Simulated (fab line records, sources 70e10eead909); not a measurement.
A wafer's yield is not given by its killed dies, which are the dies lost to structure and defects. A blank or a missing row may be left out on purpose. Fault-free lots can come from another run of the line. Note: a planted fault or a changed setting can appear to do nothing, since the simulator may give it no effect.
Which tool was responsible? -- flow nand-harc -- Sampling: 14 lots, 42 wafers, 4 of 1302 route steps

== WHAT THE GAUGES READ, wafer by wafer ==
Not one reading of a measure or inspect step in the record can be checked against a usual standard deviation.

== WHICH TOOL RAN EACH LOT (tool, then ch and the chambers of the sampled wafers, then the start) ==
lot,NHARC_A_STAIRCASE_TRIM_22,NHARC_A_STAIRCASE_TRIM_24,NHARC_A_STAIRCASE_EXPOSE_181,NHARC_A_STAIRCASE_ETCH_190
L473,"rie-diel-05 ch 0,2,3, day 15 09:11 or earlier","rie-diel-05 ch 0,2,3, day 15 09:11 or earlier","krf-scanner-02 ch 0, day 15 09:11","rie-diel-09 ch 1,2,3, no start"
L474,"rie-diel-09 ch 1,3, day 16 03:13 or earlier","rie-diel-09 ch 0,2, day 16 03:13 or earlier","krf-scanner-03 ch 0, day 16 03:13","rie-diel-09 ch 0,2,3, no start"
L475,"rie-diel-05 ch 1,2, day 16 04:26 or earlier","rie-diel-05 ch 0,1, day 16 04:26 or earlier","krf-scanner-03 ch 0, day 16 04:26","rie-diel-09 ch 1,2,3, no start"
L478,"rie-diel-09 ch 2,3, day 18 01:31 or earlier","rie-diel-09 ch 1,2, day 18 01:31 or earlier","krf-scanner-02 ch 0, day 18 01:31","rie-diel-09 ch 1,2, no start"
L481,"rie-diel-05 ch 2,3, day 19 14:52 or earlier","rie-diel-05 ch 0,2,3, day 19 14:52 or earlier","krf-scanner-02, day 19 14:52","rie-diel-05 ch 0,2,3, no start"
L483,"rie-diel-09 ch 0,1,3, day 20 09:26 or earlier","rie-diel-09 ch 0,1,2, day 20 09:26 or earlier","krf-scanner-01, day 20 09:26","rie-diel-09 ch 0,1,2, no start"
L487,"rie-diel-11 ch 1,3, day 21 20:35 or earlier","rie-diel-11 ch 0,2,3, day 21 20:35 or earlier","krf-scanner-03 ch 0, day 21 20:35","rie-diel-11 ch 2,3, no start"
L489,"rie-diel-11 ch 2,3, day 22 00:52 or earlier","rie-diel-11 ch 1,2,3, day 22 00:52 or earlier","krf-scanner-01 ch 0, day 22 00:52","rie-diel-05 ch 1,3, no start"
L488,"rie-diel-11 ch 1,3, day 22 01:13 or earlier","rie-diel-11 ch 1,2, day 22 01:13 or earlier","krf-scanner-02 ch 0, day 22 01:13","rie-diel-11 ch 0,1,2, no start"
L490,"rie-diel-09 ch 1,2,3, day 23 02:02 or earlier","rie-diel-09 ch 0,1,3, day 23 02:02 or earlier","krf-scanner-01 ch 0, day 23 02:02","rie-diel-09 ch 0,1, no start"
L491,"rie-diel-05 ch 0,1,2, day 23 07:22 or earlier","rie-diel-05 ch 1,2,3, day 23 07:22 or earlier","krf-scanner-01 ch 0, day 23 07:22","rie-diel-11 ch 0,1,3, no start"
L492,"rie-diel-09 ch 0,1,2, day 23 20:43 or earlier","rie-diel-09 ch 0,1,2, day 23 20:43 or earlier","krf-scanner-02 ch 0, day 23 20:43","rie-diel-09 ch 0,1,2, no start"
L495,"rie-diel-05 ch 0,1,3, day 24 14:08 or earlier","rie-diel-05 ch 0,1, day 24 14:08 or earlier","krf-scanner-01 ch 0, day 24 14:08","rie-diel-05 ch 1,3, no start"
L494,"rie-diel-11 ch 0,2,3, day 24 14:37 or earlier","rie-diel-11 ch 1,2,3, day 24 14:37 or earlier","krf-scanner-03 ch 0, day 24 14:37","rie-diel-11 ch 0,1,3, no start"
- NHARC_A_STAIRCASE_TRIM_22: chemistry O2, time 211.2 s.
- NHARC_A_STAIRCASE_TRIM_24: chemistry O2, time 211.2 s.
- NHARC_A_STAIRCASE_EXPOSE_181: exposes mask STAIR 2.
- NHARC_A_STAIRCASE_ETCH_190: etches the open film in C4F8/O2, target depth 100 nm, time 40.5 s.

== WHAT THE TOOLS THEMSELVES READ (means of the sampled wafers that have a number; where no wafer has one, the mark that the record gives instead) ==
NHARC_A_STAIRCASE_TRIM_22.
lot,tool,drypump-motor-current-A (A),o2-flow-sccm (sccm),oes-product-au (a.u.),rf-vpp-V (V),showerhead-plenum-p-Torr (Torr),throttle-valve-pct (%)
L473,rie-diel-05,5.90,500.7,0.992,57.4,3.52,17.043
L474,rie-diel-09,5.44,500.1,0.988,57.9,3.52,17.036
L475,rie-diel-05,5.87,499.8,0.998,57.5,3.43,17.026
L478,rie-diel-09,5.50,499.6,1.002,56.5,3.40,17.042
L481,rie-diel-05,6.07,497.9,1.008,58.7,3.59,17.033
L483,rie-diel-09,5.37,500.7,1.000,57.7,3.38,17.038
L487,rie-diel-11,5.56,498.8,1.006,57.0,3.38,17.042
L489,rie-diel-11,5.81,498.3,0.994,58.2,3.58,17.028
L488,rie-diel-11,5.54,500.8,1.004,58.5,3.37,17.040
L490,rie-diel-09,5.54,500.3,0.998,58.0,3.66,17.038
L491,rie-diel-05,5.80,500.4,0.991,58.6,3.41,17.020
L492,rie-diel-09,5.53,499.1,0.995,57.4,3.66,17.039
L495,rie-diel-05,5.79,499.1,0.991,57.1,3.39,17.033
L494,rie-diel-11,5.91,499.8,0.994,57.4,3.51,17.039

NHARC_A_STAIRCASE_TRIM_24.
lot,tool,drypump-motor-current-A (A),o2-flow-sccm (sccm),oes-product-au (a.u.),rf-vpp-V (V),showerhead-plenum-p-Torr (Torr),throttle-valve-pct (%)
L473,rie-diel-05,5.90,498.8,0.998,57.7,3.52,17.041
L474,rie-diel-09,5.62,498.6,0.995,56.8,3.50,17.026
L475,rie-diel-05,5.73,501.5,1.007,57.1,3.34,17.027
L478,rie-diel-09,5.72,500.4,0.991,57.6,3.61,17.028
L481,rie-diel-05,5.89,499.2,0.986,57.7,3.50,17.030
L483,rie-diel-09,5.54,500.9,0.999,57.5,3.49,17.039
L487,rie-diel-11,5.90,499.2,0.998,57.2,3.53,17.030
L489,rie-diel-11,5.75,499.5,1.000,58.2,3.53,17.031
L488,rie-diel-11,5.66,499.8,1.010,58.3,3.49,17.027
L490,rie-diel-09,5.36,502.3,1.002,58.7,3.73,17.032
L491,rie-diel-05,5.95,500.8,0.998,57.4,3.48,17.036
L492,rie-diel-09,5.54,501.0,1.003,58.3,3.66,17.040
L495,rie-diel-05,5.65,499.8,1.002,57.1,3.31,17.031
L494,rie-diel-11,5.75,500.9,1.001,58.2,3.51,17.034

NHARC_A_STAIRCASE_EXPOSE_181.
lot,tool,exposure-dose-mJ-cm2,focus-offset-nm (nm)
L473,krf-scanner-02,27.857,0.1
L474,krf-scanner-03,27.865,-0.2
L475,krf-scanner-03,27.882,-0.3
L478,krf-scanner-02,27.885,0.3
L481,krf-scanner-02,-,-
L483,krf-scanner-01,-,-
L487,krf-scanner-03,27.894,0.0
L489,krf-scanner-01,27.887,0.0
L488,krf-scanner-02,27.881,0.3
L490,krf-scanner-01,27.869,0.1
L491,krf-scanner-01,27.873,0.6
L492,krf-scanner-02,27.842,0.1
L495,krf-scanner-01,27.833,-0.6
L494,krf-scanner-03,27.871,-0.3

NHARC_A_STAIRCASE_ETCH_190.
lot,tool,oes-product-au (a.u.),rf-vpp-V (V)
L473,rie-diel-09,0.944,896
L474,rie-diel-09,0.936,890
L475,rie-diel-09,0.947,896
L478,rie-diel-09,0.939,899
L481,rie-diel-05,0.941,895
L483,rie-diel-09,0.944,894
L487,rie-diel-11,0.933,901
L489,rie-diel-05,0.939,893
L488,rie-diel-11,0.943,893
L490,rie-diel-09,0.942,904
L491,rie-diel-11,0.947,890
L492,rie-diel-09,0.938,901
L495,rie-diel-05,0.946,891
L494,rie-diel-11,0.940,890

== THE ANSWER, worked out from the rows above alone ==
Rule: the usual values come from the lots themselves. Put in order of their means at a reading, lots are off if they are a third of the lots or fewer, leave a main group of 4 or more, and stand apart from it by a gap of 3 or more times the standard deviation of the main group's means; of several such gaps the widest counts. Not used: any main group whose means are identical at the precision the tables above print for the reading. Also off: a lot with no number at a reading for which 4 or more lots have one. Where the step has rows for the other lots, those lots are counted as sound. First the gauges in route order, then the tools' own readings, where a lot's mean is used as printed above. At the first step where some lot is off, the reading lying furthest off is the one used; lots without a number count as furthest.
Off, at NHARC_A_STAIRCASE_EXPOSE_181 on exposure-dose-mJ-cm2: L481, L483. Without a number there: L481, L483. The main group has a mean of 27.870 with a standard deviation of 0.018.
A tool fits if, at that step or a process step before it, it ran every lot that is off, and no sound lot after the first of them. With no start given for some of its lots, NHARC_A_STAIRCASE_TRIM_22 uses the hours and lot order of NHARC_A_STAIRCASE_EXPOSE_181. With no start given for some of its lots, NHARC_A_STAIRCASE_TRIM_24 uses the hours and lot order of NHARC_A_STAIRCASE_EXPOSE_181. Not one of the candidates tried fits.

== WHAT WAS PUT IN BY THE SIMULATOR ==
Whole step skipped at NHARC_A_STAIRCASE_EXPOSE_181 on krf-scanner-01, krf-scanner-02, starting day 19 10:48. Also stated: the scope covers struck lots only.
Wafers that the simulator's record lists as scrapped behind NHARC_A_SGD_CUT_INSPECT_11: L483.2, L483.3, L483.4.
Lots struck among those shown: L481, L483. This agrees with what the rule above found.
